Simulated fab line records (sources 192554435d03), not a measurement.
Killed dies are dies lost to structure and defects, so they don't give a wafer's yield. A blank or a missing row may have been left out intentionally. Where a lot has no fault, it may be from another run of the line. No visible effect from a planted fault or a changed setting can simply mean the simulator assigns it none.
Chamber matching    flow n5Finfet    N5_BEOL_M5_ETCH_72 on rieDiel-01 has 4 sister chambers
The step etches underlayer in N2/H2, target depth 6.5 nm, time 5.2 s. 22 wafers are shown with their chamber, then 11 later ones without.

== WAFERS PAIRED WITH THEIR CHAMBERS ==
wafer   chamber  throttleValvePct (%)  showerheadPlenumPTorr (Torr)  drypumpMotorCurrentA (A)
L074.2  3        17.3                  2.57                          5.84
L074.3  0        17.4                  2.47                          5.66
L074.5  3        17.2                  2.57                          5.86
L076.1  2        18.2                  2.63                          5.69
L076.5  3        17.2                  2.57                          5.86
L076.6  2        18.2                  2.63                          5.66
L083.1  2        18.2                  2.63                          5.68
L083.2  0        17.4                  2.46                          5.68
L083.5  3        17.2                  2.56                          5.86
L079.1  0        17.4                  2.46                          5.66
L079.2  3        17.3                  2.56                          5.85
L079.3  2        18.2                  2.63                          5.69
L085.3  2        18.2                  2.63                          5.66
L085.5  3        17.3                  2.56                          5.87
L085.6  2        18.2                  2.63                          5.68
L087.4  2        18.2                  2.62                          5.67
L087.5  3        17.3                  2.56                          5.88
L087.6  0        17.4                  2.46                          5.71
L091.1  0        17.4                  2.45                          5.64
L091.3  1        18.0                  2.58                          6.13
L091.6  1        18.0                  2.58                          6.10
L092.3  0        17.4                  2.45                          5.65

SIGNATURES (averages over the wafers above)
reading                chamber 0  chamber 1  chamber 2  chamber 3  scatter within a chamber
throttleValvePct       17.400     18.000     18.200     17.257     0.0309
showerheadPlenumPTorr  2.4583     2.5800     2.6286     2.5643     0.00548
drypumpMotorCurrentA   5.6667     6.1150     5.6757     5.8600     0.0176
Rule: distance of a wafer from a chamber = root of the sum over the readings of ((wafer's reading minus chamber's mean) / reading's scatter) squared. If the next closest chamber is less than 2 further off than the closest, the wafer can't be placed; otherwise it belongs to the closest. The scatter: the root of (the sum of the squares of (reading less its chamber's mean) over the shown wafers, divided by (wafers less chambers)).

== WAFERS WHOSE CHAMBER IS MISSING ==
wafer   throttleValvePct (%)  showerheadPlenumPTorr (Torr)  drypumpMotorCurrentA (A)
L092.4  17.5                  2.45                          5.65
L092.5  18.0                  2.57                          6.13
L094.1  17.4                  2.45                          5.67
L094.2  18.0                  2.57                          6.13
L094.5  17.3                  2.55                          5.86
L095.1  17.4                  2.45                          5.67
L095.5  18.0                  2.57                          6.12
L095.6  17.3                  2.55                          5.82
L097.1  17.5                  2.45                          5.65
L097.3  17.8                  2.62                          5.66
L097.5  17.5                  2.45                          5.66

== WHICH CHAMBER EACH WENT THROUGH ==
wafer   from the rows above  in truth
L092.4  0                    0
L092.5  1                    1
L094.1  0                    0
L094.2  1                    1
L094.5  3                    3
L095.1  0                    0
L095.5  1                    1
L095.6  3                    3
L097.1  0                    0
L097.3  2                    2
L097.5  0                    0
Placed correctly: 11 of 11. Number that these rows cannot place: 0. 0 placed wrongly.
